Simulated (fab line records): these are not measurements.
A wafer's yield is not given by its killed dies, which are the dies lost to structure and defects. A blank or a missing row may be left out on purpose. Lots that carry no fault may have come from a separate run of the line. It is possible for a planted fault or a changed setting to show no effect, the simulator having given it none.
fab line records	flow n5_finfet	part 1 of 2: steps 1 to 17 of 23
[record] lots = 5	wafers = 15	last_day = 18
route steps=1938 shown BEOL_M0_SAQP@654
lots untouched by any fault: they come from a run of this same line in which no faults occurred
start_h: start of the lot's first displayed wafer, in hours after the record's first day	wait_h: hours since the lot's step before	" as in the row above	L1.1+2: one row covering several wafers at once	- no value, or no start was given	* or withheld: withheld	< > ~ a bound
route shown NAME@n: NAME is a module with steps in the file, n the number in the route of the first one	usual: average and standard deviation across the fault-free wafers	same: alike in all rows	chamber/n: place in a boat	sites: per-site readings	_std_site: standard deviation across them	_edge_site: inner sites' mean taken away from outer sites' mean	radius_mm: for every site, how far away it sits from the centre of the wafer	mask NAME#n: copy n	behind: tool/chamber where the wafer was last shaped	hold: the reason the lot was held/the length of the hold in hours/how it ended	device: transistor that didn't switch, given as n, p or np	end of line: the same wafers' tests at the end of the route	a step without rows: its recipe alone	killed: at the first sort, the dies lost to defects and structure; wafer yield is something else	map: a wafer's dies, marking killed ones x, the rest . and places with no die _
set.NAME: the setting as run; set.NAME@STEP: as run at that earlier step	model.NAME: the simulator's own value behind a step, which no gauge read
lots at some steps of the route; a table a step, a row a wafer
services: when a tool's chamber went out of use (start_h, in hours from the record's first day, below 0 if earlier), for how many hours, and the reason
[[steps]]
[step N5_BEOL_M0_SAQP_ETCH_84]
[recipe] chemistry = N2/H2	target = SOC	target_depth_a = 1000	overetch_a = 200	mask_material = SiARC	temp_c = 40	time_s = 150	ion_energy_ev = 200	pressure_mtorr = 30	source_w = 840	bias_w = 150	n2_flow_sccm = 200	h2_flow_sccm = 200
[usual] drypump_motor_current_A = 5.6/0.44	oes_product_au = 0.68/0.056	rf_vpp_V = 524.2/2	showerhead_plenum_p_Torr = 2.55/0.07	throttle_valve_pct = 17.86/0.26
[same] time_s = 150
lot.wafer	tool	chamber	start_h	wait_h	drypump_motor_current_A	oes_product_au	rf_hours_counter_h	rf_vpp_V	showerhead_plenum_p_Torr	throttle_valve_pct
L075.3	rie_diel-05	0	117.95	0.0	5.2	0.77	65	523.1	2.46	17.21
L075.4	"	3	"	"	5.1	0.63	224	522.3	2.50	18.07
L075.5	"	3	"	"	5.1	0.63	-	523.9	2.50	18.07
L076.2	rie_diel-05	2	121.60	0.0	6.2	0.78	43	525.3	2.61	17.54
L076.4	"	3	"	"	5.1	0.63	225	523.8	2.50	18.07
L076.5	"	3	"	"	5.1	0.63	-	523.1	2.50	18.07
L077.2	rie_diel-06	2	124.38	0.0	5.6	0.68	160	526.2	2.64	17.92
L077.3	"	0	"	"	5.2	0.73	95	523.1	2.47	18.07
L077.6	"	2	"	"	5.6	0.68	-	526.7	2.64	17.90
L087.2	rie_diel-06	3	185.78	0.0	5.6	0.66	183	527.9	2.63	17.94
L087.3	"	1	"	"	6.6	0.61	227	524.0	2.53	18.06
L087.4	"	2	"	"	5.7	0.67	177	527.7	2.64	17.94
L090.1	rie_diel-05	3	204.92	0.0	5.1	0.62	248	524.0	2.49	18.11
L090.2	"	0	"	"	5.2	0.74	89	521.7	2.45	17.28
L090.3	"	1	"	"	5.6	0.64	219	525.7	2.62	17.78
[step N5_BEOL_M0_SAQP_STRIP_80]
[recipe] chemistry = N2/H2	temp_c = 40	n2_flow_sccm = 200	h2_flow_sccm = 200	rf_frequency_hz = 6e+07
lot.wafer	tool	chamber	start_h	wait_h
L075.3+4+5	rie_diel-05	0,3,3	118.05	0.0
L076.2+4+5	rie_diel-05	2,3,3	121.70	0.0
L077.2+3+6	rie_diel-06	2,0,2	124.47	0.0
L087.2+3+4	rie_diel-06	3,1,2	185.88	0.0
L090.1+2+3	rie_diel-05	3,0,1	205.01	0.0
[step N5_BEOL_M0_SAQP_HM_OPEN_112]
[recipe] chemistry = CHF3/O2	target = SiO2	stop_on = a-Si	target_depth_a = 120	over_etch_frac = 1.25	mask_material = SOC	time_s = 13.5	pressure_mtorr = 30	source_w = 650	bias_w = 170	Ar_flow_sccm = 200	CHF3_flow_sccm = 50	O2_flow_sccm = 5	ion_energy_ev = 200	ends = end_point
[usual] drypump_motor_current_A = 5.6/0.44	oes_product_au = 0.50/0.04	rf_vpp_V = 525/9.5	showerhead_plenum_p_Torr = 2.42/0.062	throttle_valve_pct = 18.86/0.23
lot.wafer	tool	chamber	start_h	wait_h	drypump_motor_current_A	oes_product_au	rf_hours_counter_h	rf_vpp_V	showerhead_plenum_p_Torr	throttle_valve_pct
L075.3	rie_diel-05	0	118.06	0.0	5.2	0.56	65	509	2.37	18.55
L075.4	"	3	"	"	5.1	0.46	224	525	2.40	19.16
L075.5	"	3	"	"	5.1	0.46	-	525	2.40	19.16
L076.2	rie_diel-05	2	121.71	0.0	6.2	0.56	43	542	2.44	18.42
L076.4	"	3	"	"	5.0	0.46	225	526	2.40	19.16
L076.5	"	3	"	"	5.1	0.46	-	524	2.40	19.15
L077.2	rie_diel-06	2	124.48	0.0	5.7	0.49	161	522	2.52	18.87
L077.3	"	0	"	"	5.2	0.53	95	539	2.35	19.06
L077.6	"	2	"	"	5.6	0.49	-	523	2.52	18.87
L087.2	rie_diel-06	3	185.89	0.0	5.6	0.48	183	520	2.49	18.95
L087.3	"	1	"	"	6.5	0.45	227	529	2.36	18.79
L087.4	"	2	"	"	5.6	0.49	177	522	2.51	18.90
L090.1	rie_diel-05	3	205.02	0.0	5.1	0.45	248	525	2.39	19.19
L090.2	"	0	"	"	5.2	0.54	89	508	2.36	18.60
L090.3	"	1	"	"	5.6	0.46	219	527	2.47	18.75
[step N5_BEOL_M0_SAQP_STRIP_113]
[recipe] chemistry = CHF3/O2	resist = SiARC	rf_frequency_hz = 6e+07
lot.wafer	tool	chamber	start_h	wait_h
L075.3+4+5	rie_diel-05	0,3,3	118.11	0.0
L076.2+4+5	rie_diel-05	2,3,3	121.76	0.0
L077.2+3+6	rie_diel-06	2,0,2	124.54	0.0
L087.2+3+4	rie_diel-06	3,1,2	185.94	0.0
L090.1+2+3	rie_diel-05	3,0,1	205.08	0.0
[step N5_BEOL_M0_SAQP_MANDREL_ETCH_20]
[recipe] target_depth_a = 600	chemistry = HBr/Cl2	target = a-Si	stop_on = SiNx	bt_time_s = 10	mask_material = SOC	over_etch_frac = 0.5	time_s = 30	pressure_mtorr = 10	icp_w = 800	bias_w = 75	HBr_flow_sccm = 150	Cl2_flow_sccm = 80	ends = end_point
[usual] drypump_motor_current_A = 5.8/0.43	oes_product_au = 0.775/0.0098	throttle_valve_pct = 35.46/0.19
lot.wafer	tool	chamber	start_h	wait_h	drypump_motor_current_A	oes_product_au	rf_hours_counter_h	throttle_valve_pct
L075.3	rie_si-01	0	118.14	0.0	5.8	0.761	93	35.40
L075.4	"	1	"	"	5.8	0.773	86	35.49
L075.5	"	3	"	"	6.3	0.773	-	35.46
L076.2	rie_si-02	1	121.79	0.0	6.4	0.767	57	35.87
L076.4	"	2	"	"	4.9	0.771	31	35.37
L076.5	"	3	"	"	5.8	0.769	-	35.43
L077.2	rie_si-01	1	124.57	0.0	5.8	0.776	86	35.52
L077.3	"	2	"	"	6.2	0.758	143	35.69
L077.6	"	3	"	"	6.3	0.750	-	35.50
L087.2	rie_si-01	1	185.97	0.0	5.8	0.781	87	35.50
L087.3	"	3	"	"	6.3	0.765	35	35.49
L087.4	"	0	"	"	5.8	0.767	95	35.40
L090.1	rie_si-01	0	205.11	0.0	5.8	0.764	95	35.38
L090.2	"	1	"	"	5.8	0.782	87	35.49
L090.3	"	3	"	"	6.3	0.762	35	35.48
[step N5_BEOL_M0_SAQP_STRIP_86]
[recipe] chemistry = N2/H2	power_w = 500	temp_c = 40	pressure_mtorr = 50	rf_frequency_hz = 6e+07	overash_fraction = 0.3	bias_power_w = 28	h2_frac = 0.5	n2_flow_sccm = 300	h2_flow_sccm = 300
[usual] drypump_motor_current_A = 5.6/0.45	oes_product_au = 0.76/0.069	power_w = 500.1/1.6	rf_vpp_V = 122.0/1.4	showerhead_plenum_p_Torr = 3.37/0.089	throttle_valve_pct = 19.0/0.41
lot.wafer	tool	chamber	start_h	wait_h	drypump_motor_current_A	oes_product_au	power_w	rf_hours_counter_h	rf_vpp_V	showerhead_plenum_p_Torr	throttle_valve_pct
L075.3	rie_diel-05	1	118.24	0.1	5.6	0.72	503.4	195	124.8	3.47	18.8
L075.4	"	0	"	"	5.3	0.88	499.8	65	122.8	3.25	18.0
L075.5	"	2	"	"	6.2	0.88	500.5	-	120.9	3.44	18.6
L076.2	rie_diel-02	3	121.89	0.1	5.6	0.69	500.0	242	120.8	3.32	19.3
L076.4	"	2	"	"	6.1	0.77	500.1	138	122.2	3.37	18.7
L076.5	"	0	"	"	5.1	0.71	499.5	-	123.6	3.46	19.4
L077.2	rie_diel-06	0	124.67	0.1	5.2	0.82	499.6	95	121.8	3.26	19.3
L077.3	"	3	"	"	5.7	0.73	499.4	167	121.7	3.48	19.0
L077.6	"	2	"	"	5.7	0.76	499.4	-	122.1	3.49	19.3
L087.2	rie_diel-05	3	186.07	0.1	5.1	0.67	497.4	243	120.2	3.29	19.5
L087.3	"	1	"	"	5.6	0.70	499.8	214	124.8	3.46	18.8
L087.4	"	2	"	"	6.2	0.83	502.6	61	125.1	3.43	18.6
L090.1	rie_diel-06	0	205.20	0.1	5.2	0.79	499.3	116	119.2	3.25	19.3
L090.2	"	3	"	"	5.7	0.72	501.1	189	123.8	3.47	19.0
L090.3	"	1	"	"	6.6	0.67	498.9	232	121.2	3.34	19.3
[step N5_BEOL_M0_SAQP_STRIP_115]
[recipe] chemistry = post_etch_residue_remover	time_s = 60	temp_c = 25	remover_ph = withheld	remover_water_wt_pct = withheld	remover_fluoride_wt_pct = withheld
[same] time_s = 60
lot.wafer	tool	chamber	start_h	wait_h
L075.3+4+5	wet_bench-05	1,3,5	118.30	-
L076.2+4+5	wet_bench-05	5,7,1	121.96	-
L077.2+3+6	wet_bench-01	6,4,5	124.74	-
L087.2+3+4	wet_bench-01	6,4,0	186.14	-
L090.1+2+3	wet_bench-01	2,7,6	205.27	-
[step N5_BEOL_M0_SAQP_SRD_93]
[recipe] dry = ipa_marangoni	time_s = 30	temp_c = 23	rinse_liquid = diw
[same] time_s = 30
lot.wafer	tool	chamber	start_h	wait_h
L075.3+4+5	wet_bench-05	1,3,5	118.32	0.0
L076.2+4+5	wet_bench-05	5,7,1	121.98	0.0
L077.2+3+6	wet_bench-01	6,4,5	124.76	0.0
L087.2+3+4	wet_bench-01	6,4,0	186.16	0.0
L090.1+2+3	wet_bench-01	2,7,6	205.29	0.0
[step N5_BEOL_M0_SAQP_RECESS_114]
[recipe] chemistry = HF/NH3	target = SiO2	target_depth_a = 144	afs_cycles = 3	temp_c = 30	sublimation_temp_c = 180	sublimation_time_s = 60
[usual] drypump_motor_current_A = 5.8/0.3	sublimation_temp_c = 179.99/0.16
lot.wafer	tool	chamber	start_h	wait_h	drypump_motor_current_A	sublimation_temp_c
L075.3	vapor_etch-01	1	118.49	0.1	5.7	180.07
L075.4	"	0	"	"	6.2	179.94
L075.5	"	1	"	"	5.7	180.10
L076.2	vapor_etch-02	0	122.02	0.0	5.4	179.95
L076.4	"	1	"	"	5.9	179.97
L076.5	"	0	"	"	5.4	179.88
L077.2	vapor_etch-01	1	124.81	0.0	5.7	180.01
L077.3	"	0	"	"	6.3	179.95
L077.6	"	1	"	"	5.7	179.93
L087.2	vapor_etch-02	1	186.20	0.0	5.8	180.08
L087.3	"	0	"	"	5.4	180.07
L087.4	"	1	"	"	5.8	180.06
L090.1	vapor_etch-01	0	205.34	0.0	6.2	179.91
L090.2	"	0	"	"	6.2	180.04
L090.3	"	0	"	"	6.2	180.09
[step N5_BEOL_M0_SAQP_SPACER1_ALD_98]
[recipe] material = SiO2	target_thk_a = 128	temp_c = 300	ald_precursor_family = BDEAS	ald_co_reactant = O2-plasma	pulse_time_s = 1	purge_time_s = 2	co_reactant_purge_time_s = 2	ald_cycles = 138	pressure_torr = 2
[usual] heater_power_w = 486/64	precursor_pulse_height_rel = 1.000/0.018
lot.wafer	tool	chamber	start_h	wait_h	heater_power_w	precursor_pulse_height_rel	since_wet_clean_h
L075.3	ald_sin-01	0	118.75	0.1	450	1.016	17
L075.4	"	3	"	"	477	1.028	17
L075.5	"	0	"	"	444	0.982	-
L076.2	ald_sin-01	0	122.41	0.3	445	1.037	21
L076.4	"	1	"	"	535	0.973	21
L076.5	"	2	"	"	461	1.012	-
L077.2	ald_sin-02	3	125.77	0.8	432	0.986	224
L077.3	"	0	"	"	487	1.013	224
L077.6	"	1	"	"	426	0.989	-
L087.2	ald_sin-01	3	186.88	0.6	478	0.994	85
L087.3	"	1	"	"	533	0.978	85
L087.4	"	2	"	"	466	1.025	85
L090.1	ald_sin-01	2	206.08	0.6	473	1.008	105
L090.2	"	1	"	"	526	1.016	105
L090.3	"	3	"	"	457	0.983	105
[step N5_BEOL_M0_SAQP_SPACER1_ETCHBACK_99]
[recipe] chemistry = CHF3/O2	mode = anisotropic_etchback	target = SiO2	target_depth_a = 154	time_s = 7.7	pressure_mtorr = 30	source_w = 650	bias_w = 170	Ar_flow_sccm = 200	CHF3_flow_sccm = 50	O2_flow_sccm = 5	ion_energy_ev = 200
[usual] drypump_motor_current_A = 5.7/0.43	oes_product_au = 0.77/0.076	rf_vpp_V = 524/9.1	showerhead_plenum_p_Torr = 2.41/0.063	throttle_valve_pct = 18.90/0.22
[same] time_s = 7.7
lot.wafer	tool	chamber	start_h	wait_h	drypump_motor_current_A	oes_product_au	rf_hours_counter_h	rf_vpp_V	showerhead_plenum_p_Torr	throttle_valve_pct
L075.3	rie_diel-05	0	119.23	0.3	5.3	0.86	65	510	2.37	18.65
L075.4	"	2	"	"	6.2	0.88	43	541	2.44	18.51
L075.5	"	2	"	"	6.2	0.88	-	540	2.44	18.48
L076.2	rie_diel-05	0	122.88	0.3	5.2	0.86	66	510	2.37	18.63
L076.4	"	1	"	"	5.6	0.73	196	526	2.48	18.79
L076.5	"	1	"	"	5.6	0.74	-	526	2.48	18.77
L077.2	rie_diel-05	3	126.25	0.3	5.1	0.69	226	527	2.40	19.22
L077.3	"	0	"	"	5.3	0.87	67	509	2.37	18.65
L077.6	"	3	"	"	5.1	0.68	-	525	2.40	19.24
L087.2	rie_diel-02	1	187.35	0.3	5.6	0.84	49	510	2.34	18.89
L087.3	"	3	"	"	5.7	0.97	2	520	2.36	18.61
L087.4	"	0	"	"	5.1	0.70	199	531	2.51	19.34
L090.1	rie_diel-06	0	206.56	0.3	5.1	0.79	116	539	2.34	19.18
L090.2	"	2	"	"	5.6	0.74	182	522	2.51	18.99
L090.3	"	3	"	"	5.7	0.71	189	522	2.48	19.03
[step N5_BEOL_M0_SAQP_MANDREL1_REMOVE_100]
[recipe] chemistry = HBr/Cl2/O2	bt_time_s = 10	target = a-Si	stop_on = SiNx	endpoint = OES-SiCl	over_etch_frac = 0.85	icp_w = 600	bias_w = 30	HBr_flow_sccm = 150	Cl2_flow_sccm = 80	O2_flow_sccm = 5	pressure_mtorr = 10
[usual] drypump_motor_current_A = 5.9/0.36	oes_product_au = 0.999/0.015	throttle_valve_pct = 36.73/0.19
lot.wafer	tool	chamber	start_h	wait_h	drypump_motor_current_A	oes_product_au	rf_hours_counter_h	throttle_valve_pct
L075.3	rie_si-01	0	119.31	0.1	5.8	1.024	93	36.65
L075.4	"	1	"	"	5.8	1.019	86	36.76
L075.5	"	2	"	"	6.2	0.991	-	36.92
L076.2	rie_si-01	3	122.97	0.1	6.3	0.991	34	36.75
L076.4	"	0	"	"	5.8	1.012	93	36.66
L076.5	"	3	"	"	6.3	0.998	-	36.75
L077.2	rie_si-02	1	126.33	0.1	6.4	1.003	57	37.15
L077.3	"	3	"	"	5.8	0.973	126	36.69
L077.6	"	0	"	"	5.8	1.006	-	36.74
L087.2	rie_si-01	3	187.44	0.1	6.3	0.981	35	36.76
L087.3	"	1	"	"	5.8	1.012	87	36.75
L087.4	"	0	"	"	5.8	1.006	95	36.66
L090.1	rie_si-01	2	206.64	0.1	6.2	0.979	144	36.90
L090.2	"	3	"	"	6.3	0.985	35	36.77
L090.3	"	0	"	"	5.8	0.998	95	36.66
[step N5_BEOL_M0_SAQP_CD_MEAS_25]
[recipe] target_cd_nm = 13.1	landing_energy_ev = 1000	detector = se_inlens
[usual] cd_nm = 12.83/0.22
lot.wafer	tool	chamber	start_h	wait_h	cd_nm
L075.3	cd_sem-03	0	119.43	0.1	12.81
L075.4	"	0	"	"	12.94
L075.5	"	0	"	"	12.71
L076.2	cd_sem-02	0	123.08	0.1	13.34
L076.4	"	0	"	"	12.65
L076.5	"	0	"	"	12.85
L077.2	cd_sem-01	0	126.44	0.1	12.78
L077.3	"	0	"	"	12.68
L077.6	"	0	"	"	12.85
L087.2	cd_sem-02	0	187.55	0.1	13.04
L087.3	"	0	"	"	12.91
L087.4	"	0	"	"	12.88
L090.1	cd_sem-02	0	206.75	0.1	13.25
L090.2	"	0	"	"	12.61
L090.3	"	0	"	"	13.07
[step N5_BEOL_M0_SAQP_ETCH_101]
[recipe] chemistry = CH3F/O2	target = SiNx	mask_material = SiO2	target_depth_a = 299	time_s = 42.7	pressure_mtorr = 30	source_w = 395	bias_w = 73	Ar_flow_sccm = 150	CH3F_flow_sccm = 30	O2_flow_sccm = 20	ion_energy_ev = 120
[usual] drypump_motor_current_A = 5.6/0.43	oes_product_au = 0.77/0.073	rf_vpp_V = 298/5.3	showerhead_plenum_p_Torr = 2.01/0.057	throttle_valve_pct = 16.40/0.21
[same] time_s = 42.7
lot.wafer	tool	chamber	start_h	wait_h	drypump_motor_current_A	oes_product_au	rf_hours_counter_h	rf_vpp_V	showerhead_plenum_p_Torr	throttle_valve_pct
L075.3	rie_diel-05	0	119.46	0.0	5.2	0.86	65	290	1.96	16.08
L075.4	"	2	"	"	6.2	0.88	43	308	2.03	15.99
L075.5	"	3	"	"	5.1	0.69	-	298	1.99	16.70
L076.2	rie_diel-06	2	123.34	0.3	5.6	0.75	160	296	2.10	16.43
L076.4	"	1	"	"	6.5	0.69	211	301	1.97	16.37
L076.5	"	1	"	"	6.5	0.69	-	301	1.97	16.37
L077.2	rie_diel-06	2	126.48	0.0	5.6	0.76	161	298	2.10	16.45
L077.3	"	3	"	"	5.6	0.73	168	296	2.07	16.47
L077.6	"	2	"	"	5.6	0.77	-	297	2.10	16.43
L087.2	rie_diel-02	2	187.59	0.0	6.0	0.76	160	296	1.99	16.30
L087.3	"	3	"	"	5.6	0.96	2	295	1.95	16.03
L087.4	"	1	"	"	5.6	0.84	49	290	1.94	16.31
L090.1	rie_diel-06	1	206.79	0.0	6.5	0.68	232	302	1.96	16.40
L090.2	"	2	"	"	5.6	0.75	182	297	2.09	16.46
L090.3	"	0	"	"	5.2	0.80	116	306	1.94	16.61
[step N5_BEOL_M0_SAQP_ETCH_102]
[recipe] chemistry = CF4	target = SiO2	target_depth_a = 40	ion_energy_ev = 350	time_s = 4.4	pressure_mtorr = 10	icp_w = 800	bias_w = 400	cf4_flow_sccm = 80
[usual] drypump_motor_current_A = 5.8/0.45	oes_product_au = 0.994/0.019	throttle_valve_pct = 21.78/0.15
[same] time_s = 4.4
lot.wafer	tool	chamber	start_h	wait_h	drypump_motor_current_A	oes_product_au	rf_hours_counter_h	throttle_valve_pct
L075.3	rie_si-06	3	119.57	0.1	6.2	1.014	60	21.63
L075.4	"	1	"	"	5.3	0.993	0	22.00
L075.5	"	0	"	"	5.9	1.027	-	21.68
L076.2	rie_si-02	2	123.45	0.1	4.9	0.973	31	21.84
L076.4	"	3	"	"	5.8	0.974	126	21.74
L076.5	"	0	"	"	5.8	1.008	-	21.67
L077.2	rie_si-01	3	126.59	0.1	6.3	1.005	34	21.71
L077.3	"	2	"	"	6.2	0.965	143	22.14
L077.6	"	0	"	"	5.8	0.986	-	21.58
L087.2	rie_si-02	3	187.69	0.1	5.8	0.984	128	21.73
L087.3	"	2	"	"	4.9	0.975	32	21.84
L087.4	"	3	"	"	5.8	0.988	-	21.73
L090.1	rie_si-02	0	206.90	0.1	5.7	0.996	46	21.68
L090.2	"	1	"	"	6.4	1.023	59	21.86
L090.3	"	3	"	"	5.8	0.986	128	21.75
[step N5_BEOL_M0_SAQP_MANDREL_ETCH_103]
[recipe] chemistry = HBr/Cl2	target = a-Si	target_depth_a = 450	bt_time_s = 10	stop_on = SiCN	mask_material = SiO2	over_etch_frac = 0.8	time_s = 27	pressure_mtorr = 10	icp_w = 800	bias_w = 75	HBr_flow_sccm = 150	Cl2_flow_sccm = 80	ends = end_point
[usual] drypump_motor_current_A = 5.8/0.45	oes_product_au = 0.682/0.0095	throttle_valve_pct = 35.47/0.19
lot.wafer	tool	chamber	start_h	wait_h	drypump_motor_current_A	oes_product_au	rf_hours_counter_h	throttle_valve_pct
L075.3	rie_si-06	3	119.60	0.0	6.2	0.689	60	34.99
L075.4	"	1	"	"	5.3	0.701	0	35.52
L075.5	"	0	"	"	5.9	0.704	-	35.18
L076.2	rie_si-02	2	123.48	0.0	5.0	0.668	31	35.38
L076.4	"	3	"	"	5.8	0.683	126	35.42
L076.5	"	0	"	"	5.8	0.695	-	35.49
L077.2	rie_si-01	3	126.62	0.0	6.3	0.671	34	35.47
L077.3	"	2	"	"	6.2	0.684	143	35.66
L077.6	"	0	"	"	5.8	0.685	-	35.35
L087.2	rie_si-02	3	187.73	0.0	5.8	0.666	128	35.47
L087.3	"	2	"	"	4.9	0.660	32	35.39
L087.4	"	3	"	"	5.8	0.671	-	35.44
L090.1	rie_si-02	0	206.93	0.0	5.8	0.690	46	35.51
L090.2	"	1	"	"	6.4	0.692	59	35.88
L090.3	"	3	"	"	5.8	0.679	128	35.45
[step N5_BEOL_M0_SAQP_RECESS_104]
[recipe] chemistry = HF/NH3	target = SiO2	target_depth_a = 180	afs_cycles = 3	temp_c = 30	sublimation_temp_c = 180	sublimation_time_s = 60
[usual] drypump_motor_current_A = 5.79/0.3	sublimation_temp_c = 179.99/0.16
lot.wafer	tool	chamber	start_h	wait_h	drypump_motor_current_A	sublimation_temp_c
L075.3	vapor_etch-01	1	119.80	0.2	5.73	179.93
L075.4	"	0	"	"	6.20	179.97
L075.5	"	0	"	"	6.22	180.17
L076.2	vapor_etch-01	0	123.56	0.1	6.17	180.37
L076.4	"	1	"	"	5.71	180.24
L076.5	"	1	"	"	5.72	180.18
L077.2	vapor_etch-01	0	126.70	0.1	6.20	180.26
L077.3	"	0	"	"	6.22	180.28
L077.6	"	1	"	"	5.72	180.15
L087.2	vapor_etch-02	1	187.81	0.1	5.85	179.98
L087.3	"	1	"	"	5.86	180.15
L087.4	"	0	"	"	5.38	180.06
L090.1	vapor_etch-02	1	207.01	0.1	5.85	180.12
L090.2	"	0	"	"	5.39	180.02
L090.3	"	1	"	"	5.85	180.28
